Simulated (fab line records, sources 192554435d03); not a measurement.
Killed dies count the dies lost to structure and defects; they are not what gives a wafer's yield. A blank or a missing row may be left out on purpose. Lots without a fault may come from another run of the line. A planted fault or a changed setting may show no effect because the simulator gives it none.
fab line records | flow n5-finfet
record: lots: 24 wafers: 72 last-day: 18
route steps=1938 shown BEOL_M11@1549
lots that met no fault: taken from a fault-free run of the same line
start-h: hours from the record's first day to the start of the lot's first wafer shown | wait-h: time in hours since the lot's previous step | " unchanged from the row above | L1.1+2: several wafers, shown together as one row | - no value, or no start was given | * or withheld: withheld | < > ~ a bound
route shown NAME@n: a module of which the file shows steps, and the number in the route of the first | usual: the fault-free wafers' mean and standard deviation | same: alike in all rows | chamber/n: place in a boat | sites: the reading at each site | _std_site: the values' standard deviation | _edge_site: mean of outer sites minus mean of inner sites | radius-mm: how far each site lies from the wafer's centre | mask NAME#n: copy n | behind: the tool/chamber that last shaped the wafer | hold: the reason the lot was held/the length of the hold in hours/how it ended | device: the n, p or np transistor that did not switch | end of line: at the end of the route, the tests of the same wafers | where a step has no rows: the recipe by itself | killed: dies that structure and defects cost at the first sort, which is not the same as the wafer's yield | map: per-die view of a wafer (x killed, . not killed, _ where there is no die)
set.NAME: setting as actually run; set.NAME@STEP: the setting as run at that earlier step | model.NAME: the simulator's own value behind a step, which no gauge read
a sample of lots followed through the steps of the route, with each step as a table and each wafer as a row
services: when a tool's chamber went out of use (start-h, in hours from the record's first day, below 0 if earlier), for how many hours, and the reason
== steps ==
step: N5_BEOL_M11_CD_MEAS_11
recipe: target-cd-nm: 64.1 landing-energy-ev: 500 detector: se-inlens polarity: opening
usual: cd-nm: 64.1/0.41
columns lot.wafer tool chamber start-h wait-h cd-nm
L074.1 cd-sem-01 0 224.20 - 63.5
L074.4 " 0 " " 64.4
L074.5 " 0 " " 64.2
L075.2 cd-sem-03 0 229.06 - 64.6
L075.3 " 0 " " 64.4
L075.6 " 0 " " 64.4
L076.2 cd-sem-01 0 241.50 - 63.4
L076.4 " 0 " " 63.7
L076.6 " 0 " " 63.9
L077.2 cd-sem-03 0 241.72 - 64.0
L077.3 " 0 " " 63.8
L077.5 " 0 " " 63.8
L078.2 cd-sem-03 0 244.53 - 64.6
L078.3 " 0 " " 64.7
L078.4 " 0 " " 64.5
L081.3 cd-sem-01 0 261.31 - 64.4
L081.4 " 0 " " 64.2
L081.6 " 0 " " 64.8
L080.2 cd-sem-01 0 267.17 - 64.2
L080.3 " 0 " " 64.0
L080.4 " 0 " " 64.1
L079.1 cd-sem-01 0 267.24 - 64.5
L079.2 " 0 " " 63.8
L079.5 " 0 " " 64.2
L082.1 cd-sem-01 0 270.63 - 62.9
L082.5 " 0 " " 63.8
L082.6 " 0 " " 63.5
L083.2 cd-sem-01 0 276.01 - 64.5
L083.4 " 0 " " 64.4
L083.5 " 0 " " 64.3
L084.1 cd-sem-01 0 284.59 - 65.0
L084.5 " 0 " " 63.5
L084.6 " 0 " " 64.1
L086.1 cd-sem-01 0 299.30 - 64.2
L086.5 " 0 " " 63.5
L086.6 " 0 " " 64.3
L085.2 cd-sem-01 0 303.61 - 63.9
L085.3 " 0 " " 64.2
L085.4 " 0 " " 64.2
L089.1 cd-sem-01 0 307.18 - 64.4
L089.2 " 0 " " 63.4
L089.3 " 0 " " 63.8
L087.2 cd-sem-03 0 309.61 - 64.8
L087.4 " 0 " " 63.5
L087.6 " 0 " " 64.0
L088.1 cd-sem-01 0 310.59 - 64.6
L088.3 " 0 " " 64.7
L088.5 " 0 " " 64.5
L090.2 cd-sem-03 0 325.84 - 64.1
L090.3 " 0 " " 64.0
L090.4 " 0 " " 64.5
L093.1 cd-sem-02 0 329.53 - 64.2
L093.2 " 0 " " 63.7
L093.5 " 0 " " 63.4
L091.2 cd-sem-03 0 329.73 - 64.2
L091.3 " 0 " " 64.2
L091.5 " 0 " " 63.9
L092.2 cd-sem-02 0 335.57 - 64.1
L092.4 " 0 " " 63.6
L092.6 " 0 " " 64.2
L094.2 cd-sem-03 0 337.65 - 64.0
L094.3 " 0 " " 64.4
L094.4 " 0 " " 63.9
L095.1 cd-sem-03 0 360.15 - 64.1
L095.3 " 0 " " 64.6
L095.5 " 0 " " 64.1
L097.2 cd-sem-01 0 362.96 - 63.5
L097.3 " 0 " " 63.7
L097.5 " 0 " " 64.4
L096.1 cd-sem-01 0 368.89 - 64.2
L096.3 " 0 " " 64.1
L096.5 " 0 " " 63.6
step: N5_BEOL_M11_INSPECT_30
recipe: mode: adi inspect-instrument: brightfield
usual: raw-defect-count: 380/96
columns lot.wafer tool chamber start-h wait-h raw-defect-count
L074.1 defect-inspect-02 - 226.67 0.0 314
L074.4 " - " " 416
L074.5 " - " " 343
L075.2 defect-inspect-02 - 231.22 0.0 448
L075.3 " - " " 388
L075.6 " - " " 391
L077.2 defect-inspect-02 - 243.76 0.0 295
L077.3 " - " " 338
L077.5 " - " " 307
L076.2 defect-inspect-02 - 243.93 0.0 426
L076.4 " - " " 276
L076.6 " - " " 340
L078.2 defect-inspect-02 - 245.42 0.0 403
L078.3 " - " " 420
L078.4 " - " " 513
L081.3 defect-inspect-01 - 263.10 0.0 407
L081.4 " - " " 426
L081.6 " - " " 338
L080.2 defect-inspect-01 - 269.83 0.0 347
L080.3 " - " " 409
L080.4 " - " " 256
L079.1 defect-inspect-01 - 270.00 0.0 415
L079.2 " - " " 383
L079.5 " - " " 296
L082.1 defect-inspect-01 - 271.89 0.0 396
L082.5 " - " " 390
L082.6 " - " " 292
L083.2 defect-inspect-02 - 277.02 0.0 476
L083.4 " - " " 571
L083.5 " - " " 366
L084.1 defect-inspect-02 - 288.14 0.0 575
L084.5 " - " " 561
L084.6 " - " " 590
L086.1 defect-inspect-01 - 302.45 0.0 453
L086.5 " - " " 215
L086.6 " - " " 247
L085.2 defect-inspect-02 - 304.91 0.0 401
L085.3 " - " " 295
L085.4 " - " " 282
L089.1 defect-inspect-01 - 308.22 0.0 282
L089.2 " - " " 251
L089.3 " - " " 369
L088.1 defect-inspect-02 - 312.05 0.0 292
L088.3 " - " " 296
L088.5 " - " " 224
L087.2 defect-inspect-01 - 312.38 0.0 593
L087.4 " - " " 480
L087.6 " - " " 357
L090.2 defect-inspect-02 - 329.45 0.0 290
L090.3 " - " " 256
L090.4 " - " " 357
L091.2 defect-inspect-02 - 332.71 0.0 363
L091.3 " - " " 370
L091.5 " - " " 310
L093.1 defect-inspect-01 - 332.92 0.0 472
L093.2 " - " " 407
L093.5 " - " " 521
L092.2 defect-inspect-02 - 336.69 0.0 521
L092.4 " - " " 476
L092.6 " - " " 518
L094.2 defect-inspect-02 - 340.61 0.0 341
L094.3 " - " " 337
L094.4 " - " " 291
L095.1 defect-inspect-01 - 361.56 0.0 474
L095.3 " - " " 346
L095.5 " - " " 448
L097.2 defect-inspect-02 - 369.24 0.0 304
L097.3 " - " " 430
L097.5 " - " " 344
L096.1 defect-inspect-01 - 369.90 0.0 271
L096.3 " - " " 287
L096.5 " - " " 318
step: N5_BEOL_M11_ETCH_66
recipe: chemistry: N2/H2 target: SOC target-depth-a: 1200 overetch-a: 240 mask-material: SiARC temp-c: 40 time-s: 180 ion-energy-ev: 200 pressure-mtorr: 30 source-w: 840 bias-w: 150 n2-flow-sccm: 200 h2-flow-sccm: 200
usual: drypump-motor-current-A: 5.4/0.43 oes-product-au: 0.61/0.065 rf-fwd-power-W: 836.2/2.6 rf-vpp-V: 522.4/2.9 showerhead-plenum-p-Torr: 2.49/0.1 throttle-valve-pct: 17.85/0.23
columns lot.wafer tool chamber start-h wait-h drypump-motor-current-A oes-product-au rf-fwd-power-W rf-hours-counter-h rf-vpp-V showerhead-plenum-p-Torr throttle-valve-pct
L074.1 rie-diel-06 2 226.79 0.0 5.0 0.60 837.3 168 521.3 2.43 17.81
L074.4 " 0 " " 5.5 0.59 833.5 171 522.7 2.54 18.25
L074.5 " 2 " " 5.0 0.59 833.9 - 520.1 2.43 17.81
L075.2 rie-diel-01 2 231.85 0.0 6.3 0.58 835.2 174 523.8 2.53 17.68
L075.3 " 0 " " 5.4 0.62 838.0 124 517.6 2.34 17.61
L075.6 " 3 " " 5.7 0.56 836.8 - 522.3 2.51 18.04
L077.2 rie-diel-06 0 243.87 0.0 5.5 0.58 829.2 176 524.0 2.53 18.25
L077.3 " 2 " " 5.0 0.59 833.8 174 520.0 2.43 17.81
L077.5 " 2 " " 5.0 0.59 833.0 - 520.0 2.43 17.82
L076.2 rie-diel-02 2 244.45 0.0 5.1 0.59 836.3 179 519.7 2.42 17.78
L076.4 " 1 " " 6.3 0.62 837.3 168 520.4 2.43 17.72
L076.6 " 2 " " 5.1 0.59 838.4 - 519.9 2.42 17.79
L078.2 rie-diel-06 2 245.54 0.0 5.0 0.59 836.9 175 519.9 2.43 17.81
L078.3 " 1 " " 4.9 0.62 837.3 164 520.8 2.43 17.82
L078.4 " 3 " " 5.5 0.54 837.8 250 520.2 2.40 17.91
L081.3 rie-diel-06 1 263.21 0.0 5.0 0.61 839.9 171 522.4 2.43 17.84
L081.4 " 1 " " 5.0 0.61 833.2 - 521.0 2.43 17.83
L081.6 " 2 " " 5.0 0.59 837.4 - 522.5 2.43 17.84
L080.2 rie-diel-02 2 269.95 0.0 5.1 0.59 835.8 186 519.8 2.42 17.82
L080.3 " 1 " " 6.3 0.61 840.3 175 520.8 2.43 17.74
L080.4 " 3 " " 5.9 0.61 833.5 167 524.7 2.53 17.76
L079.1 rie-diel-06 0 270.42 0.0 5.5 0.57 838.8 186 523.1 2.53 18.26
L079.2 " 2 " " 5.0 0.58 832.1 185 521.3 2.43 17.82
L079.5 " 0 " " 5.5 0.58 836.2 - 524.5 2.53 18.25
L082.1 rie-diel-06 0 272.08 0.0 5.6 0.58 839.9 187 523.5 2.53 18.26
L082.5 " 1 " " 4.9 0.60 834.0 - 522.6 2.43 17.85
L082.6 " 0 " " 5.5 0.57 837.1 - 522.6 2.53 18.27
L083.2 rie-diel-06 1 277.18 0.0 5.0 0.60 837.6 176 521.4 2.43 17.82
L083.4 " 2 " " 5.0 0.58 838.4 187 520.6 2.42 17.84
L083.5 " 3 " " 5.5 0.79 836.2 - 529.2 2.72 17.50
L084.1 rie-diel-01 3 288.26 0.0 5.7 0.79 839.3 5 522.8 2.51 17.61
L084.5 " 1 " " 4.7 0.56 832.3 - 525.3 2.61 18.07
L084.6 " 0 " " 5.4 0.61 834.7 - 518.7 2.34 17.67
L086.1 rie-diel-06 1 302.57 0.0 4.9 0.59 831.0 184 520.1 2.43 17.87
L086.5 " 3 " " 5.6 0.76 835.0 - 527.7 2.71 17.50
L086.6 " 2 " " 5.0 0.58 831.6 - 520.1 2.42 17.86
L085.2 rie-diel-01 3 305.03 0.0 5.8 0.77 835.4 10 522.1 2.50 17.61
L085.3 " 0 " " 5.4 0.61 835.1 151 518.7 2.33 17.68
L085.4 " 2 " " 6.3 0.57 838.9 200 523.2 2.52 17.72
L089.1 rie-diel-02 0 308.34 0.0 5.3 0.67 836.7 85 527.6 2.68 17.61
L089.2 " 1 " " 6.3 0.61 835.5 187 519.5 2.43 17.76
L089.3 " 2 " " 5.0 0.58 834.4 199 519.8 2.42 17.81
L088.1 rie-diel-06 1 312.16 0.0 4.9 0.59 836.0 188 520.2 2.42 17.85
L088.3 " 0 " " 5.5 0.57 833.9 199 523.4 2.52 18.27
L088.5 " 0 " " 5.5 0.56 833.8 - 523.0 2.52 18.32
L087.2 rie-diel-01 3 312.52 0.0 5.8 0.77 835.6 13 522.2 2.50 17.61
L087.4 " 1 " " 4.7 0.55 836.4 237 526.2 2.61 18.10
L087.6 " 1 " " 4.7 0.55 835.4 - 526.1 2.61 18.09
L090.2 rie-diel-06 0 329.94 0.0 5.5 0.56 835.4 205 524.1 2.52 18.33
L090.3 " 3 " " 5.6 0.74 837.0 16 528.3 2.71 17.52
L090.4 " 2 " " 5.0 0.57 835.8 203 519.8 2.42 17.84
L091.2 rie-diel-06 0 332.83 0.0 5.5 0.57 833.8 206 522.1 2.52 18.31
L091.3 " 3 " " 5.6 0.75 834.6 17 528.3 2.71 17.53
L091.5 " 0 " " 5.5 0.57 832.3 - 523.2 2.52 18.30
L093.1 rie-diel-06 0 333.29 0.0 5.5 0.56 838.1 206 524.6 2.52 18.30
L093.2 " 3 " " 5.6 0.75 834.8 17 527.7 2.71 17.53
L093.5 " 1 " " 4.9 0.59 837.7 - 520.6 2.42 17.88
L092.2 rie-diel-06 1 336.81 0.0 4.9 0.60 833.6 196 520.6 2.42 17.87
L092.4 " 3 " " 5.6 0.74 841.8 18 530.2 2.71 17.53
L092.6 " 1 " " 5.0 0.59 832.4 - 520.7 2.42 17.88
L094.2 rie-diel-02 2 340.73 0.0 5.1 0.58 835.4 209 521.3 2.41 17.85
L094.3 " 0 " " 5.3 0.66 841.7 96 526.6 2.68 17.64
L094.4 " 3 " " 5.9 0.60 836.6 188 523.1 2.52 17.79
L095.1 rie-diel-06 1 361.68 0.0 5.0 0.59 834.4 204 519.4 2.42 17.91
L095.3 " 3 " " 5.6 0.74 838.5 25 527.6 2.71 17.55
L095.5 " 1 " " 5.0 0.59 832.9 - 519.7 2.42 17.90
L097.2 rie-diel-06 3 369.73 0.0 5.6 0.74 841.1 26 528.8 2.71 17.53
L097.3 " 1 " " 4.9 0.59 841.5 205 520.2 2.42 17.90
L097.5 " 3 " " 5.6 0.73 836.9 - 528.3 2.71 17.54
L096.1 rie-diel-01 0 370.45 0.0 5.4 0.59 835.2 171 517.7 2.33 17.71
L096.3 " 2 " " 6.3 0.56 840.0 220 523.3 2.51 17.76
L096.5 " 2 " " 6.3 0.55 834.5 - 523.3 2.51 17.75
step: N5_BEOL_M11_TRENCH_ETCH_37
recipe: chemistry: C4F6/O2 target-depth-a: 1488.3 target: SiCOH_lowk time-s: 48 ion-energy-ev: 250 pressure-mtorr: 30 source-w: 345 bias-w: 185 Ar_flow_sccm: 300 C4F6_flow_sccm: 10 O2_flow_sccm: 10
usual: drypump-motor-current-A: 5.4/0.43 oes-product-au: 0.75/0.084 rf-fwd-power-W: 340.9/1.6 rf-vpp-V: 662/9.9 showerhead-plenum-p-Torr: 2.80/0.11 throttle-valve-pct: 20.95/0.24
columns lot.wafer tool chamber start-h wait-h drypump-motor-current-A oes-product-au rf-fwd-power-W rf-hours-counter-h rf-vpp-V showerhead-plenum-p-Torr throttle-valve-pct
L074.1 rie-diel-06 2 - - 5.0 0.73 341.2 168 650 2.74 20.98
L074.4 " 0 " " 5.5 0.71 339.9 171 678 2.85 21.29
L074.5 " 2 " " 5.0 0.73 339.8 - 651 2.74 20.97
L075.2 rie-diel-01 2 - - 6.3 0.71 340.4 174 666 2.83 20.74
L075.3 " 0 " " 5.4 0.78 338.0 124 657 2.64 20.75
L075.6 " 3 " " 5.8 0.69 342.7 - 663 2.81 21.06
L077.2 rie-diel-06 0 - - 5.5 0.72 341.5 176 679 2.84 21.33
L077.3 " 2 " " 5.0 0.73 341.5 174 651 2.74 20.97
L077.5 " 2 " " 5.0 0.72 342.6 - 650 2.74 20.96
L076.2 rie-diel-02 2 - - 5.1 0.73 342.5 179 663 2.72 20.85
L076.4 " 1 " " 6.3 0.76 343.1 168 659 2.72 20.73
L076.6 " 2 " " 5.1 0.73 343.5 - 663 2.72 20.86
L078.2 rie-diel-06 2 - - 5.0 0.73 340.5 175 650 2.74 20.97
L078.3 " 1 " " 5.0 0.76 339.8 164 653 2.73 20.95
L078.4 " 3 " " 5.6 0.66 342.0 250 661 2.69 20.88
L081.3 rie-diel-06 1 - - 5.0 0.74 340.4 171 652 2.73 20.97
L081.4 " 1 " " 5.0 0.74 340.7 - 653 2.73 20.98
L081.6 " 2 " " 5.0 0.72 340.2 - 652 2.73 20.99
L080.2 rie-diel-02 2 - - 5.1 0.72 342.3 186 663 2.72 20.87
L080.3 " 1 " " 6.3 0.76 343.7 175 657 2.72 20.72
L080.4 " 3 " " 5.9 0.75 342.1 167 668 2.84 20.89
L079.1 rie-diel-06 0 - - 5.5 0.70 339.0 187 679 2.84 21.32
L079.2 " 2 " " 5.0 0.71 339.8 185 649 2.73 21.00
L079.5 " 0 " " 5.5 0.70 339.3 - 678 2.84 21.33
L082.1 rie-diel-06 0 - - 5.5 0.71 341.4 187 677 2.84 21.33
L082.5 " 1 " " 4.9 0.74 340.5 - 652 2.73 20.97
L082.6 " 0 " " 5.5 0.70 340.2 - 679 2.84 21.33
L083.2 rie-diel-06 1 - - 4.9 0.75 338.4 176 652 2.73 20.98
L083.4 " 2 " " 5.0 0.73 338.8 187 650 2.73 21.00
L083.5 " 3 " " 5.6 0.99 340.3 - 671 3.03 20.53
L084.1 rie-diel-01 3 - - 5.7 0.98 343.4 5 668 2.81 20.67
L084.5 " 1 " " 4.7 0.67 339.3 - 666 2.94 21.29
L084.6 " 0 " " 5.4 0.74 337.7 - 658 2.63 20.79
L086.1 rie-diel-06 1 - - 4.9 0.73 338.5 184 652 2.72 21.00
L086.5 " 3 " " 5.6 0.94 343.5 - 670 3.03 20.52
L086.6 " 2 " " 5.0 0.71 339.1 - 650 2.73 21.00
L085.2 rie-diel-01 3 - - 5.8 0.96 342.5 10 668 2.81 20.68
L085.3 " 0 " " 5.4 0.75 338.5 151 657 2.63 20.79
L085.4 " 2 " " 6.3 0.70 340.2 200 666 2.81 20.77
L089.1 rie-diel-02 0 - - 5.2 0.81 342.1 85 669 2.99 20.65
L089.2 " 1 " " 6.3 0.75 342.3 187 658 2.71 20.76
L089.3 " 2 " " 5.0 0.72 341.6 199 661 2.71 20.89
L088.1 rie-diel-06 1 - - 5.0 0.74 339.9 188 652 2.72 21.01
L088.3 " 0 " " 5.5 0.69 341.7 199 678 2.83 21.35
L088.5 " 0 " " 5.5 0.70 339.5 - 677 2.83 21.35
L087.2 rie-diel-01 3 - - 5.8 0.96 344.3 13 668 2.81 20.69
L087.4 " 1 " " 4.7 0.67 338.6 237 666 2.93 21.27
L087.6 " 1 " " 4.7 0.67 339.8 - 665 2.94 21.30
L090.2 rie-diel-06 0 - - 5.5 0.69 340.4 205 678 2.83 21.35
L090.3 " 3 " " 5.6 0.93 342.8 16 671 3.02 20.55
L090.4 " 2 " " 5.0 0.69 339.9 203 650 2.72 21.01
L091.2 rie-diel-06 0 - - 5.6 0.70 341.6 206 678 2.83 21.36
L091.3 " 3 " " 5.6 0.93 341.1 17 670 3.02 20.57
L091.5 " 0 " " 5.6 0.69 341.2 - 680 2.83 21.34
L093.1 rie-diel-06 0 - - 5.6 0.69 339.5 206 677 2.83 21.37
L093.2 " 3 " " 5.5 0.91 342.7 17 672 3.02 20.56
L093.5 " 1 " " 4.9 0.72 338.1 - 652 2.72 21.02
L092.2 rie-diel-06 1 - - 4.9 0.72 339.6 197 649 2.72 21.01
L092.4 " 3 " " 5.6 0.93 341.1 19 671 3.02 20.54
L092.6 " 1 " " 5.0 0.73 339.0 - 650 2.72 21.00
L094.2 rie-diel-02 2 - - 5.1 0.70 342.2 209 661 2.71 20.92
L094.3 " 0 " " 5.3 0.80 342.1 96 669 2.98 20.66
L094.4 " 3 " " 5.9 0.73 343.3 188 668 2.83 20.93
L095.1 rie-diel-06 1 - - 4.9 0.72 341.7 204 650 2.71 21.02
L095.3 " 3 " " 5.6 0.91 341.8 25 669 3.02 20.56
L095.5 " 1 " " 4.9 0.72 339.7 - 651 2.71 21.04
L097.2 rie-diel-06 3 - - 5.6 0.90 343.1 26 670 3.02 20.55
L097.3 " 1 " " 4.9 0.71 340.6 206 651 2.71 21.02
L097.5 " 3 " " 5.6 0.90 342.3 - 671 3.02 20.55
L096.1 rie-diel-01 0 - - 5.4 0.72 340.3 172 658 2.62 20.83
L096.3 " 2 " " 6.3 0.67 341.1 220 664 2.80 20.82
L096.5 " 2 " " 6.3 0.68 341.9 - 665 2.80 20.81
step: N5_BEOL_M11_CURE_72
recipe: temp-c: 370 time-s: 120 ambient: DMADMS/He material: SiCOH_lowk
usual: lamp-power-pct: 52.32/0.055 wafer_temp_C_max: 371.5/0.45
columns lot.wafer tool chamber start-h wait-h lamp-power-pct wafer_temp_C_max
L074.1 uv-cure-01 0 227.40 0.0 52.22 371.2
L074.4 " 0 " " 52.42 371.1
L074.5 " 0 " " 52.22 371.3
L075.2 uv-cure-01 2 232.52 0.1 52.30 371.3
L075.3 " 2 " " 52.33 370.8
L075.6 " 2 " " 52.34 371.8
L077.2 uv-cure-03 2 244.60 0.2 52.21 372.2
L077.3 " 2 " " 52.23 372.3
L077.5 " 2 " " 52.31 372.0
L076.2 uv-cure-02 1 245.10 0.1 52.36 371.3
L076.4 " 1 " " 52.39 371.0
L076.6 " 1 " " 52.31 370.9
L078.2 uv-cure-03 1 246.19 0.1 52.29 371.3
L078.3 " 1 " " 52.42 371.9
L078.4 " 1 " " 52.47 371.4
L081.3 uv-cure-02 0 264.02 0.2 52.29 371.5
L081.4 " 0 " " 52.38 372.0
L081.6 " 0 " " 52.31 371.7
L080.2 uv-cure-03 1 270.60 0.1 52.36 371.2
L080.3 " 1 " " 52.36 371.6
L080.4 " 1 " " 52.32 371.7
L079.1 uv-cure-03 0 271.15 0.2 52.27 372.0
L079.2 " 0 " " 52.33 372.7
L079.5 " 0 " " 52.35 371.9
L082.1 uv-cure-01 0 272.68 0.0 52.29 371.7
L082.5 " 0 " " 52.36 371.1
L082.6 " 0 " " 52.30 370.8
L083.2 uv-cure-03 1 277.84 0.1 52.24 371.5
L083.4 " 1 " " 52.33 371.3
L083.5 " 1 " " 52.30 371.2
L084.1 uv-cure-02 0 288.87 0.0 52.35 371.5
L084.5 " 0 " " 52.31 371.4
L084.6 " 0 " " 52.32 371.6
L086.1 uv-cure-02 0 303.46 0.3 52.25 372.0
L086.5 " 0 " " 52.41 371.7
L086.6 " 0 " " 52.33 371.3
L085.2 uv-cure-01 2 306.14 0.4 52.39 371.4
L085.3 " 2 " " 52.40 371.6
L085.4 " 2 " " 52.34 371.6
L089.1 uv-cure-01 2 309.10 0.2 52.27 371.2
L089.2 " 2 " " 52.28 371.4
L089.3 " 2 " " 52.22 371.5
L088.1 uv-cure-03 2 312.86 0.0 52.37 371.7
L088.3 " 2 " " 52.23 371.7
L088.5 " 2 " " 52.25 371.5
L087.2 uv-cure-01 2 313.18 0.1 52.25 371.3
L087.4 " 2 " " 52.37 371.2
L087.6 " 2 " " 52.32 371.1
L090.2 uv-cure-02 2 330.60 0.1 52.32 371.3
L090.3 " 2 " " 52.28 371.2
L090.4 " 2 " " 52.21 371.5
L091.2 uv-cure-03 2 333.49 0.1 52.28 371.7
L091.3 " 2 " " 52.23 372.3
L091.5 " 2 " " 52.38 371.9
L093.1 uv-cure-02 1 333.90 0.0 52.39 371.1
L093.2 " 1 " " 52.31 371.5
L093.5 " 1 " " 52.45 371.1
L092.2 uv-cure-02 0 337.48 0.1 52.35 371.6
L092.4 " 0 " " 52.36 371.8
L092.6 " 0 " " 52.29 371.6
L094.2 uv-cure-01 2 341.39 0.1 52.32 370.9
L094.3 " 2 " " 52.43 371.0
L094.4 " 2 " " 52.34 371.1
L095.1 uv-cure-01 2 362.52 0.3 52.34 371.4
L095.3 " 2 " " 52.20 371.9
L095.5 " 2 " " 52.29 372.8
L097.2 uv-cure-03 1 370.39 0.1 52.33 371.6
L097.3 " 1 " " 52.35 371.4
L097.5 " 1 " " 52.29 371.3
L096.1 uv-cure-03 0 371.07 0.0 52.37 372.2
L096.3 " 0 " " 52.36 371.6
L096.5 " 0 " " 52.35 371.8
step: N5_BEOL_M11_DEP_56
recipe: material: SiCN target-thk-a: 300 temp-c: withheld precursor: 3MS/NH3 pressure-torr: 3 rf-w: 675 time-s: 10.5
usual: rf-fwd-power-W: 668.1/2.7 showerhead-plenum-p-Torr: 4.153/0.024 throttle-valve-pct: 18.2/0.96
columns lot.wafer tool chamber start-h wait-h rf-fwd-power-W showerhead-plenum-p-Torr throttle-valve-pct
L074.1 pecvd-02 1 229.79 0.0 667.4 4.135 17.5
L074.4 " 0 " " 672.0 4.187 19.3
L074.5 " 2 " " 665.7 4.119 16.9
L075.2 pecvd-02 1 234.98 0.0 668.3 4.150 17.3
L075.3 " 0 " " 671.4 4.191 19.6
L075.6 " 1 " " 666.3 4.139 17.5
L077.2 pecvd-04 2 248.06 0.0 672.3 4.140 16.9
L077.3 " 0 " " 669.9 4.178 17.9
L077.5 " 2 " " 668.7 4.137 16.9
L076.2 pecvd-02 0 248.49 0.0 671.5 4.198 19.7
L076.4 " 0 " " 669.8 4.187 19.7
L076.6 " 2 " " 667.0 4.123 17.0
L078.2 pecvd-01 2 249.33 0.0 666.8 4.146 18.2
L078.3 " 0 " " 662.0 4.162 18.9
L078.4 " 0 " " 661.2 4.168 18.8
L081.3 pecvd-02 0 266.15 0.0 670.3 4.193 19.5
L081.4 " 0 " " 668.3 4.189 19.4
L081.6 " 1 " " 668.8 4.135 17.5
L080.2 pecvd-04 2 272.76 0.0 667.0 4.129 16.8
L080.3 " 1 " " 669.2 4.157 18.8
L080.4 " 0 " " 667.7 4.178 18.0
L079.1 pecvd-02 0 275.52 0.0 669.5 4.182 19.7
L079.2 " 1 " " 668.2 4.144 17.7
L079.5 " 0 " " 670.2 4.198 19.7
L082.1 pecvd-04 0 276.82 0.0 668.4 4.181 18.0
L082.5 " 1 " " 670.7 4.165 19.0
L082.6 " 0 " " 667.7 4.181 17.9
L083.2 pecvd-02 1 280.85 0.0 665.2 4.135 17.7
L083.4 " 0 " " 669.6 4.187 19.5
L083.5 " 1 " " 667.9 4.139 17.5
L084.1 pecvd-04 0 291.18 0.0 669.0 4.176 18.0
L084.5 " 0 " " 668.1 4.171 18.2
L084.6 " 2 " " 667.6 4.123 16.8
L086.1 pecvd-02 1 305.94 0.0 667.0 4.147 17.6
L086.5 " 0 " " 668.8 4.182 19.7
L086.6 " 2 " " 664.4 4.118 17.0
L085.2 pecvd-04 1 308.34 0.0 666.7 4.163 18.9
L085.3 " 0 " " 669.6 4.171 18.2
L085.4 " 2 " " 673.1 4.133 17.0
L089.1 pecvd-04 2 311.19 0.0 671.0 4.125 16.9
L089.2 " 0 " " 667.0 4.176 18.1
L089.3 " 1 " " 668.4 4.158 19.0
L087.2 pecvd-02 1 315.94 0.0 666.1 4.129 17.6
L087.4 " 2 " " 667.5 4.122 17.0
L087.6 " 0 " " 671.0 4.192 19.8
L088.1 pecvd-01 2 316.04 0.0 667.8 4.132 18.5
L088.3 " 1 " " 668.4 4.177 19.1
L088.5 " 1 " " 664.4 4.174 19.4
L090.2 pecvd-02 0 333.59 0.0 671.3 4.192 19.8
L090.3 " 2 " " 669.3 4.119 17.3
L090.4 " 2 " " 665.6 4.128 17.4
L091.2 pecvd-01 0 335.71 0.0 658.8 4.163 18.8
L091.3 " 2 " " 667.8 4.132 18.6
L091.5 " 1 " " 669.1 4.160 18.8
L093.1 pecvd-01 1 336.18 0.0 665.8 4.172 18.9
L093.2 " 0 " " 662.9 4.167 18.7
L093.5 " 2 " " 665.3 4.131 18.6
L092.2 pecvd-02 1 339.53 0.0 666.6 4.128 17.8
L092.4 " 1 " " 666.5 4.139 17.5
L092.6 " 0 " " 670.8 4.179 19.9
L094.2 pecvd-04 2 345.04 0.0 670.3 4.133 16.6
L094.3 " 1 " " 670.8 4.162 18.9
L094.4 " 0 " " 663.7 4.188 17.9
L095.1 pecvd-04 0 366.69 0.0 668.8 4.177 17.9
L095.3 " 1 " " 668.0 4.160 18.8
L095.5 " 1 " " 669.2 4.165 19.0
L097.2 pecvd-04 1 373.27 0.0 673.1 4.151 19.1
L097.3 " 0 " " 670.3 4.192 18.0
L097.5 " 0 " " 670.2 4.179 17.9
L096.1 pecvd-01 1 373.63 0.0 666.1 4.166 19.0
L096.3 " 1 " " 665.0 4.178 19.2
L096.5 " 2 " " 667.0 4.130 18.5
== services ==
columns tool chamber start-h hours kind
uv-cure-03 - 207.57 2.1 pm
pecvd-02 0 210.02 2.1 scheduled-down
uv-cure-02 - 215.20 9.5 repair
pecvd-04 - 221.49 0.8 repair
pecvd-04 - 225.70 4.3 pm
rie-diel-01 2 235.65 2.4 repair
rie-diel-01 3 236.99 5.4 repair
rie-diel-01 3 242.70 - clean
rie-diel-01 3 242.70 - consumable-replace:esc
rie-diel-01 3 242.70 - consumable-replace:focus-ring
rie-diel-06 3 247.21 - clean
rie-diel-06 3 247.21 - consumable-replace:focus-ring
rie-diel-06 3 247.21 - consumable-replace:showerhead
rie-diel-06 3 247.21 23.3 scheduled-down
rie-diel-06 3 247.21 23.3 vent-cycle
rie-diel-01 0 277.94 1.8 repair
rie-diel-01 3 279.67 7.2 repair
uv-cure-01 - 285.16 4.7 repair
rie-diel-02 3 292.71 8.2 repair
uv-cure-03 - 302.98 7.5 pm
rie-diel-02 2 316.58 4.0 repair
uv-cure-03 - 325.83 6.0 pm
uv-cure-03 - 331.83 1.0 pm
pecvd-04 - 371.92 0.8 repair
== key ==
fault none
